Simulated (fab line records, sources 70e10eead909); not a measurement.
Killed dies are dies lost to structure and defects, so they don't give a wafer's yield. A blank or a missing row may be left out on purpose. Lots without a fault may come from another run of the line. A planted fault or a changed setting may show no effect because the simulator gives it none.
fab line records | flow nand_harc
record lots=5 wafers=15 last_day=32
route steps=1302 shown P_ZERO_WELL@14 END@1302
lots that met no fault: from a run of the same line without faults
start_h: hours from the record's first day to the start of the lot's first wafer shown | wait_h: hours since the lot's step before | " the same as in the row above | L1.1+2: a row that stands for several wafers | - no value, or no start given | * or withheld: withheld | < > ~ a bound
route shown NAME@n: a module of which the file shows steps, and the number in the route of the first | usual: mean/standard deviation of fault-free wafers | same: alike in all rows | chamber/n: place in a boat | sites: the reading at each site | _std_site: their standard deviation | _edge_site: outer sites' mean less inner sites' | radius_mm: how far each site lies from the wafer's centre | mask NAME#n: copy n | behind: the tool/chamber that last shaped the wafer | hold: why the lot was held/for how many hours/how that ended | device: the transistor (n, p or np) that didn't switch | end of line: the same wafers' tests at the end of the route | a step without rows: its recipe alone | killed: dies lost to structure and defects at the first sort, not the wafer's yield | map: a wafer's dies, x killed, . not, _ none there
set.NAME: the setting as run; set.NAME@STEP: as run at that earlier step | model.NAME: the simulator's own value behind a step, which no gauge read
lots at some steps of the route; a table a step, a row a wafer
services: from which hour (start_h, from the record's first day; less than 0 if before it) a tool's chamber was out of use, for how many hours, and why
## steps
# step NHARC_P_ZERO_WELL_CD_MEAS_11
# recipe target_cd_nm=500 landing_energy_ev=500
# usual cd_nm=499.1/2.4
# columns lot.wafer tool chamber start_h wait_h cd_nm
L171.1 cd_sem-01 0 21.11 - 504.4
L171.2 " 0 " " 503.5
L171.4 " 0 " " 501.9
L174.2 cd_sem-03 0 51.25 - 501.0
L174.3 " 0 " " 497.9
L174.6 " 0 " " 495.0
L183.2 cd_sem-01 0 141.25 - 499.9
L183.5 " 0 " " 503.4
L183.6 " 0 " " 502.5
L187.1 cd_sem-03 0 181.24 - 493.9
L187.3 " 0 " " 501.0
L187.4 " 0 " " 501.8
L192.1 cd_sem-01 0 231.45 - 503.3
L192.2 " 0 " " 497.5
L192.5 " 0 " " 499.9
# step NHARC_P_ZERO_WELL_HARDBAKE_12
# recipe temp_c=118 time_s=65
# step NHARC_P_ZERO_WELL_DESCUM_13
# recipe time_s=3 o2_flow_sccm=200 ar_flow_sccm=0 bias_power_w=0 chemistry=O2
# usual drypump_motor_current_A=5.8/0.33 oes_product_au=1.000/0.01 rf_vpp_V=57.7/0.92 showerhead_plenum_p_Torr=1.92/0.066 throttle_valve_pct=11.312/0.0095
# columns lot.wafer tool chamber start_h wait_h drypump_motor_current_A oes_product_au rf_hours_counter_h rf_vpp_V showerhead_plenum_p_Torr throttle_valve_pct
L171.4 rie_diel-07 1 21.27 - 6.3 1.011 24 57.3 1.87 11.316
L171.2 " 2 " " 5.9 0.987 24 57.3 1.94 11.295
L171.1 " 3 " " 4.8 0.996 25 56.3 1.86 11.309
L174.3 rie_diel-12 0 51.41 - 5.8 1.005 46 58.8 1.90 11.310
L174.2 " 1 " " 5.6 1.010 48 58.2 1.88 11.315
L174.6 " 0 " " 5.8 1.012 - 58.1 1.90 11.307
L183.2 rie_diel-08 3 141.42 - 6.4 1.003 50 58.1 2.02 11.301
L183.6 " 1 " " 5.4 1.013 - 57.3 1.87 11.314
L183.5 " 2 " " 5.9 0.998 - 57.2 1.99 11.316
L187.4 rie_diel-07 0 181.39 - 5.8 1.007 20 58.1 1.91 11.318
L187.3 " 2 " " 5.9 0.999 11 59.3 1.93 11.315
L187.1 " 3 " " 4.9 1.009 16 56.9 1.84 11.300
L192.1 rie_diel-12 0 231.63 - 5.8 0.992 41 58.2 1.88 11.322
L192.2 " 1 " " 5.6 1.001 40 56.9 1.86 11.313
L192.5 " 3 " " 6.0 1.011 - 57.3 1.98 11.314
# step NHARC_P_ZERO_WELL_ETCH_65
# recipe target_depth_a=800 overetch_a=240 time_s=87.88 ion_energy_ev=200 n2_flow_sccm=150 h2_flow_sccm=150 ar_flow_sccm=0 rf_w=400 bias_w=150 chemistry=N2/H2
# usual drypump_motor_current_A=5.8/0.34 oes_product_au=1.000/0.011 rf_vpp_V=430.7/2.1 showerhead_plenum_p_Torr=2.04/0.071 throttle_valve_pct=14.172/0.0088
# columns lot.wafer tool chamber start_h wait_h drypump_motor_current_A oes_product_au rf_hours_counter_h rf_vpp_V showerhead_plenum_p_Torr throttle_valve_pct
L171.4 rie_diel-07 1 21.35 0.1 6.3 1.015 24 428.4 2.00 14.160
L171.2 " 3 " " 4.9 1.002 25 427.9 1.98 14.167
L171.1 " 0 " " 5.8 1.001 30 430.9 2.05 14.171
L174.2 rie_diel-12 0 51.49 0.1 5.8 1.003 46 429.6 2.02 14.177
L174.3 " 2 " " 5.8 1.014 47 432.9 2.13 14.163
L174.6 " 0 " " 5.8 1.010 - 430.8 2.02 14.189
L183.2 rie_diel-08 3 141.51 0.1 6.4 1.004 50 434.6 2.16 14.179
L183.5 " 3 " " 6.4 0.997 - 434.1 2.16 14.166
L183.6 " 0 " " 5.8 0.998 - 427.5 1.92 14.161
L187.1 rie_diel-07 2 181.48 0.1 6.0 0.988 11 431.0 2.05 14.166
L187.4 " 3 " " 4.9 0.993 16 428.3 1.96 14.165
L187.3 " 1 " " 6.3 1.007 20 428.8 1.98 14.175
L192.1 rie_diel-12 2 231.71 0.1 5.9 0.982 42 432.1 2.11 14.161
L192.2 " 3 " " 6.0 1.002 38 434.3 2.12 14.163
L192.5 " 1 " " 5.6 1.017 - 430.1 1.98 14.165
# step NHARC_P_ZERO_WELL_ETCH_62
# recipe target_depth_a=130 time_s=6.5 chf3_flow_sccm=50 ar_flow_sccm=200 rf_w=500 bias_w=200 chemistry=CHF3/Ar
# usual chf3_flow_sccm=50.02/0.16 drypump_motor_current_A=5.8/0.32 oes_product_au=0.960/0.018 rf_vpp_V=370.7/1.9 showerhead_plenum_p_Torr=2.35/0.078 throttle_valve_pct=20.218/0.0089
# columns lot.wafer tool chamber start_h wait_h chf3_flow_sccm drypump_motor_current_A oes_product_au rf_hours_counter_h rf_vpp_V showerhead_plenum_p_Torr throttle_valve_pct
L171.4 rie_diel-07 0 - - 49.84 5.8 0.989 30 370.6 2.36 20.211
L171.1 " 1 " " 50.07 6.3 0.980 24 371.7 2.30 20.218
L171.2 " 3 " " 50.05 4.9 0.974 25 368.9 2.28 20.211
L174.2 rie_diel-12 0 - - 50.03 5.8 0.963 46 370.0 2.33 20.217
L174.3 " 2 " " 49.92 5.8 0.970 47 372.1 2.44 20.219
L174.6 " 3 " " 50.18 6.0 0.949 - 372.9 2.44 20.210
L183.2 rie_diel-08 2 - - 49.95 5.9 0.926 48 374.0 2.44 20.225
L183.5 " 3 " " 49.98 6.3 0.965 - 373.4 2.47 20.218
L183.6 " 0 " " 50.04 5.8 0.955 - 368.7 2.21 20.212
L187.3 rie_diel-07 0 - - 49.98 5.8 0.947 20 370.1 2.34 20.197
L187.4 " 1 " " 49.76 6.3 0.951 20 371.1 2.28 20.219
L187.1 " 2 " " 50.13 5.9 0.966 11 370.7 2.36 20.208
L192.2 rie_diel-12 2 - - 50.02 5.8 0.950 42 371.6 2.42 20.211
L192.1 " 1 " " 50.08 5.6 0.965 40 369.1 2.28 20.228
L192.5 " 3 " " 49.96 6.0 0.967 - 373.2 2.43 20.206
# step NHARC_P_ZERO_WELL_ETCH_63
# recipe target_depth_a=1200 time_s=40.1 hbr_flow_sccm=150 cl2_flow_sccm=50 rf_w=400 icp_w=400 bias_w=100 chemistry=HBr/Cl2
# usual drypump_motor_current_A=5.9/0.35 hbr_flow_sccm=150.0/0.47 oes_product_au=1.000/0.013 throttle_valve_pct=26.405/0.0096
# columns lot.wafer tool chamber start_h wait_h drypump_motor_current_A hbr_flow_sccm oes_product_au rf_hours_counter_h throttle_valve_pct
L171.2 rie_si-05 2 21.52 - 6.6 149.4 1.000 0.32 26.412
L171.4 " 3 " " 5.9 150.1 0.991 0.31 26.392
L171.1 " 1 " " 5.8 149.9 1.010 0.27 26.395
L174.2 rie_si-02 1 51.65 - 5.9 149.9 1.017 0.60 26.412
L174.3 " 3 " " 5.8 150.0 1.010 0.99 26.403
L174.6 " 2 " " 5.4 150.3 0.996 - 26.417
L183.2 rie_si-02 1 141.83 - 5.9 150.8 0.999 0.21 26.408
L183.6 " 3 " " 5.8 149.6 1.014 - 26.412
L183.5 " 0 " " 5.7 150.5 1.018 - 26.393
L187.4 rie_si-05 1 181.70 - 5.8 150.9 0.987 0.18 26.415
L187.1 " 2 " " 6.6 149.8 0.969 0.23 26.385
L187.3 " 3 " " 5.9 149.6 0.997 0.23 26.421
L192.2 rie_si-03 2 231.87 - 6.5 149.8 1.002 0.00 26.386
L192.1 " 0 " " 6.5 149.9 1.026 0.00 26.381
L192.5 " 3 " " 6.0 150.3 0.992 - 26.407
# step NHARC_P_ZERO_WELL_STRIP_15
# recipe time_s=900 temp_c=130 chemistry=SPM
# step NHARC_P_ZERO_WELL_DEHYDRATE_16
# recipe temp_c=150 time_s=120
# step NHARC_P_ZERO_WELL_HMDS_17
# recipe time_s=30
# step NHARC_P_ZERO_WELL_COAT_18
# recipe spin_rpm=withheld
# step NHARC_P_ZERO_WELL_SOFTBAKE_19
# recipe temp_c=122 time_s=95
# step NHARC_P_ZERO_WELL_EBR_20
# step NHARC_P_ZERO_WELL_EXPOSE_21
# recipe na=0.6 target_cd_nm=720 dose_mj=22.31 mask_id=P_NWELL
# columns lot.wafer tool chamber start_h wait_h mask
L171.1+2+4 krf_scanner-01 0 22.17 - P_NWELL#0
L174.2+3+6 krf_scanner-01 0 52.48 - P_PWELL#0
L183.2+5+6 krf_scanner-03 0 142.46 - P_NWELL#0
L187.1+3+4 krf_scanner-02 0 182.45 - P_NWELL#0
L192.1+2+5 krf_scanner-03 0 232.65 - P_NWELL#0
# step NHARC_P_ZERO_WELL_PEB_22
# recipe peb_temp_c=118 peb_time_s=85
# step NHARC_P_ZERO_WELL_DEVELOP_23
# recipe time_s=70
# step NHARC_P_ZERO_WELL_CD_MEAS_24
# recipe target_cd_nm=720 landing_energy_ev=500
# usual cd_nm=721.0/2.3
# columns lot.wafer tool chamber start_h wait_h cd_nm
L171.1 cd_sem-01 0 22.32 - 719.4
L171.2 " 0 " " 716.5
L171.4 " 0 " " 721.6
L174.2 cd_sem-01 0 52.64 - -
L174.3 " 0 " " -
L174.6 " 0 " " -
L183.2 cd_sem-01 0 142.61 - 723.1
L183.5 " 0 " " 723.6
L183.6 " 0 " " 720.8
L187.1 cd_sem-03 0 182.61 - 719.5
L187.3 " 0 " " 725.7
L187.4 " 0 " " 723.5
L192.1 cd_sem-02 0 232.81 - 717.1
L192.2 " 0 " " 721.3
L192.5 " 0 " " 720.2
# step NHARC_P_ZERO_WELL_HARDBAKE_25
# recipe temp_c=125 time_s=80
# step NHARC_END_SORT_01
# recipe temp_c=25
# usual killed_at_array=56/17 killed_at_other=1.2/1.4 killed_at_periphery=4/3.2 killed_dies=61/16 killed_open=3.6/2.1 killed_short=2.7/1.8
# same gross_dies=677
# columns lot.wafer tool chamber start_h wait_h killed_at_array killed_at_other killed_at_periphery killed_dies killed_open killed_short
L174.2 prober-02 0 594.72 2.8 45 5 627 677 3 1
L174.3 prober-02 0 595.52 3.1 50 5 622 677 4 4
L174.6 prober-02 0 597.92 4.0 50 4 623 677 4 2
# killed by level:class
L174.2 P_ZERO_WELL:area_expose=624 A_CHANNEL_HOLE_D1:chamber_film_flake=33 A_CHANNEL_HOLE_D2:chamber_film_flake=7 THIN_TSV:chamber_film_flake=5 A_STAIRCASE:chamber_film_flake=3 P_M0:geometric_particle:open=1 P_BONDPAD:geometric_particle:open=1 A_WL_FILL:geometric_particle:short=1
L174.3 P_ZERO_WELL:area_expose=620 A_CHANNEL_HOLE_D1:chamber_film_flake=24 A_CHANNEL_HOLE_D2:chamber_film_flake=13 THIN_TSV:chamber_film_flake=4 A_CONTACT:chamber_film_flake=3 A_CHANNEL_FILL_D1:chamber_film_flake=2 P_M0:geometric_particle:short=1 A_ONON_D1:geometric_particle:open=1
L174.6 P_ZERO_WELL:area_expose=620 A_CHANNEL_HOLE_D1:chamber_film_flake=36 A_CHANNEL_HOLE_D2:chamber_film_flake=7 THIN_TSV:chamber_film_flake=4 P_CONTACT:geometric_particle:open=1 P_CONTACT:geometric_particle:short=1 A_ONON_D1:geometric_particle:open=1 A_CHANNEL_HOLE_D1:geometric_particle:open=1
# map L174.2 (x killed, . not)
____________x____________
_________xxxxxxx_________
_______xxxxxxxxxxx_______
______xxxxxxxxxxxxx______
_____xxxxxxxxxxxxxxx_____
____xxxxxxxxxxxxxxxxx____
____xxxxxxxxxxxxxxxxx____
___xxxxxxxxxxxxxxxxxxx___
___xxxxxxxxxxxxxxxxxxx___
__xxxxxxxxxxxxxxxxxxxxx__
__xxxxxxxxxxxxxxxxxxxxx__
_xxxxxxxxxxxxxxxxxxxxxxx_
_xxxxxxxxxxxxxxxxxxxxxxx_
_xxxxxxxxxxxxxxxxxxxxxxx_
_xxxxxxxxxxxxxxxxxxxxxxx_
_xxxxxxxxxxxxxxxxxxxxxxx_
xxxxxxxxxxxxxxxxxxxxxxxxx
xxxxxxxxxxxxxxxxxxxxxxxxx
xxxxxxxxxxxxxxxxxxxxxxxxx
xxxxxxxxxxxxxxxxxxxxxxxxx
xxxxxxxxxxxxxxxxxxxxxxxxx
_xxxxxxxxxxxxxxxxxxxxxxx_
_xxxxxxxxxxxxxxxxxxxxxxx_
_xxxxxxxxxxxxxxxxxxxxxxx_
_xxxxxxxxxxxxxxxxxxxxxxx_
_xxxxxxxxxxxxxxxxxxxxxxx_
__xxxxxxxxxxxxxxxxxxxxx__
__xxxxxxxxxxxxxxxxxxxxx__
___xxxxxxxxxxxxxxxxxxx___
___xxxxxxxxxxxxxxxxxxx___
____xxxxxxxxxxxxxxxxx____
____xxxxxxxxxxxxxxxxx____
_____xxxxxxxxxxxxxxx_____
______xxxxxxxxxxxxx______
_______xxxxxxxxxxx_______
_________xxxxxxx_________
____________x____________
# map L171.4 (x killed, . not)
____________.____________
_________......._________
_______..........._______
______.............______
_____.............x._____
____.................____
____.................____
___...................___
___...................___
__............x........__
__.....................__
_......................._
_..x...................._
_..................x...._
_..........x............_
_......................x_
....................x....
...............x.........
...............x.........
...............x...x.....
................x.x......
_................x.x...._
_................x..x..._
_...x.....x...x...xxxx.._
_....x..........xxxxxx.._
_..............x.xxxxxxx_
__.............x....x..__
__..............x...x..__
___.................xx___
___...............x.x.___
____..............x..____
____.................____
_____..............._____
______.............______
_______..........._______
_________......._________
____________.____________
## services
# columns tool chamber start_h hours kind
rie_si-05 - -1.55 0.1 repair
rie_si-02 0 6.99 7.4 repair
rie_diel-08 - 13.80 9.0 pm
krf_scanner-03 - 15.61 2.7 repair
rie_si-05 3 40.30 2.0 repair
krf_scanner-03 - 46.22 0.2 repair
krf_scanner-03 - 52.02 4.0 pm
rie_diel-12 - 56.26 7.1 repair
rie_diel-07 2 61.73 9.7 repair
rie_diel-08 0 64.02 2.9 repair
rie_diel-12 - 92.71 9.0 pm
rie_diel-08 0 94.80 1.9 repair
rie_si-02 - 100.00 9.0 pm
rie_diel-12 3 102.99 7.3 repair
rie_diel-08 1 111.23 1.2 repair
rie_diel-07 - 117.20 9.0 pm
rie_si-02 1 123.48 3.7 repair
rie_si-05 - 128.00 9.0 pm
rie_diel-12 1 137.57 9.9 repair
krf_scanner-01 - 140.00 4.0 pm
rie_diel-07 2 144.88 9.2 repair
rie_diel-12 - 177.68 1.4 repair
rie_diel-08 - 190.88 9.0 pm
rie_diel-07 3 202.03 9.6 repair
## key
first_sign step=NHARC_P_ZERO_WELL_EXPOSE_21 reading=mask direction=changed
effect step=NHARC_P_ZERO_WELL_CD_MEAS_24 reading=cd_nm direction=missing
effect step=NHARC_END_SORT_01 reading=killed_at_periphery direction=up sigmas=99+ usual=4 struck=624
more_kills_born_at NHARC_P_ZERO_WELL_EXPOSE_21@krf_scanner-01=1864
met_at NHARC_P_ZERO_WELL_EXPOSE_21
struck_wafers L174.2,L174.3,L174.6
later_rows_left_out L174.2,L174.3,L174.6
tester_left_out L174
onset_between 22.17 52.48
fault kind=wrong_mask tool=any chamber=- onset_h=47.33 steps=NHARC_P_ZERO_WELL_EXPOSE_21 aux_copy=P_PWELL#0 scope=struck_lots_only
# tester_left_out: of these lots the tester's yield and bins aren't shown, on N5 and GAA mostly nor the transistor test; their killed dies are dies lost to structure and defects alone, not to doping, threshold or leakage, so they don't give the yield
# later_rows_left_out: the simulator's readings of these wafers behind a module that went badly wrong aren't trusted and aren't shown, but for the sort
